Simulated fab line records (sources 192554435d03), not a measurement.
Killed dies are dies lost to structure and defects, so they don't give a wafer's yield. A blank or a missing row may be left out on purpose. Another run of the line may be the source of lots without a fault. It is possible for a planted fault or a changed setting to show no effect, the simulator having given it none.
A lot that was struck, set against a sound lot :: flow n5 finfet :: 17 out of 1938 route steps
Sound: the wafers L379.1, L379.5, L379.6. Struck: wafer L402.3 (L402.2, L402.6, from the same lot, were not struck and are left out); the cause is given at the end.
Order at every step that has rows: each side's tool, ch and its chambers, its first start. Under that, the readings that differ: sound wafers :: struck wafers :: difference of the means :: sigmas: that difference in standard deviations of wafers without a fault.
alike: readings whose means differ by less than 2 such deviations, and words and numbers that are the same on both sides. not compared: withheld readings, readings that some wafer has no value for, bounds like >300 that may hide the same value, and numbers for which the record gives no deviation and whose values overlap.
A row with sigmas, a row that says differs or no value, or rows on one side alone: a step with any of these is where the two part. Non-overlapping numbers with no deviation appear without sigmas and do not part them. A reading missing from all wafers of one side parts the sides only when that side holds two or more wafers.

first, 4 steps without rows for these wafers: N5_PASSIVATION_EXPOSE_41 (exposes mask PASS OPEN, defocus 0 nm, target cd 40000 nm); N5_PASSIVATION_PEB_42; N5_PASSIVATION_DEVELOP_43 (develop time 60 s); N5_PASSIVATION_HARDBAKE_45 (time 120 s).
N5_PASSIVATION_CD_MEAS_44: target cd 40000 nm.
  sound on cd sem-03 ch 0, day 12 03:42; struck on cd sem-01 ch 0, day 18 09:29
  alike: cd nm
N5_PASSIVATION_OVL_MEAS_66:
  sound on overlay-02 ch 0, day 12 03:44; struck on overlay-02 ch 0, day 18 09:31
  alike: PASS_OPEN_OVL
N5_PASSIVATION_INSPECT_67: inspects for defects (macro).
  sound on defect inspect-01, day 12 03:46; struck on defect inspect-02, day 18 09:32
  alike: raw defect count
N5_PASSIVATION_DESCUM_46: chemistry O2, time 7.9 s.
  sound on rie diel-05 ch 1,2,3, day 12 03:48; struck on rie diel-04 ch 3, day 18 09:59
reading: drypump motor current A (A)
sound: 5.39 5.69 5.77
struck: 4.97
difference: -0.65
sigmas: -2
  alike: oes product au, rf vpp V, showerhead plenum p Torr, throttle valve pct
  not compared: rf hours counter h
N5_PASSIVATION_PASS_ETCH_47: etches SiNx in CF4/O2, target depth 770 nm, time 385 s.
  sound on rie diel-05 ch 1,2,3, day 12 03:50; struck on rie diel-04 ch 3, day 18 10:01
reading: drypump motor current A (A)
sound: 5.40 5.70 5.76
struck: 4.96
difference: -0.66
sigmas: -2
  alike: oes product au, rf vpp V, showerhead plenum p Torr, throttle valve pct
  not compared: rf hours counter h
N5_PASSIVATION_ETCH_54: etches SiO2 in CHF3/O2, target depth 880 nm, time 440 s.
  sound on rie diel-05 ch 1,2,3, day 12 04:04; struck on rie diel-04 ch 3, day 18 10:14
reading: drypump motor current A (A)
sound: 5.39 5.68 5.79
struck: 4.95
difference: -0.67
sigmas: -2
  alike: CHF3_flow_sccm, oes product au, rf vpp V, showerhead plenum p Torr, throttle valve pct
  not compared: rf hours counter h
N5_PASSIVATION_STRIP_48: strips in O2.
  sound on rie diel-05 ch 1,2,3, day 12 04:21; struck on rie diel-04 ch 3, day 18 10:32
reading: drypump motor current A (A)
sound: 5.36 5.69 5.80
struck: 4.97
difference: -0.65
sigmas: -2
  alike: oes product au, rf vpp V, showerhead plenum p Torr, throttle valve pct
  not compared: rf hours counter h
then, 1 step without rows for these wafers: N5_PASSIVATION_STRIP_52 (strips in post etch residue remover, time 1200 s).
N5_PASSIVATION_CLEAN_71: cleans in IPA, time 180 s.
  sound on wet bench-04 ch 5,6,7, day 12 04:45; struck on wet bench-03 ch 0,4,6, day 18 10:56
then, 2 steps without rows for these wafers: N5_PASSIVATION_SRD_72 (time 30 s); N5_PASSIVATION_ANNEAL_56 (time 1800 s).
N5_PASSIVATION_PROBE_49:
  sound on prober-01, day 12 06:51; struck on prober-01, day 18 13:55
reading: defect limited yield (%)
sound: 92.8 92.0 93.4
struck: 81.9
difference: -10.8
sigmas: -7

reading: killed at other
sound: 2 2 1
struck: 115
difference: +113
sigmas: +33

reading: killed dies
sound: 85 94 78
struck: 213
difference: +127
sigmas: +7

reading: killed on rim
sound: 9 11 14
struck: 28
difference: +17
sigmas: +4

reading: sort_bin_5_function (%)
sound: 4.2 4.2 3.4
struck: 11.0
difference: +7.1
sigmas: +8

reading: sort n pass
sound: 1095 1086 1102
struck: 967
difference: -127
sigmas: -7

reading: sort yield pct (%)
sound: 92.8 92.0 93.4
struck: 81.9
difference: -10.8
sigmas: -7
  alike: killed_at_M0_to_M3, killed_at_M4_up, killed at contacts, killed at front end, killed open, killed short, sort_bin_6_memory
N5_PASSIVATION_INSPECT_57: inspects for defects (macro).
  sound on defect inspect-01, day 12 07:12; struck on defect inspect-01, day 18 14:10
reading: raw defect count
sound: 1 3 2
struck: >300
difference: differs
sigmas: 

WHERE THEY PART
First at N5_PASSIVATION_DESCUM_46; last, within this record, at N5_PASSIVATION_INSPECT_57.

WHY: what had been put in by the simulator
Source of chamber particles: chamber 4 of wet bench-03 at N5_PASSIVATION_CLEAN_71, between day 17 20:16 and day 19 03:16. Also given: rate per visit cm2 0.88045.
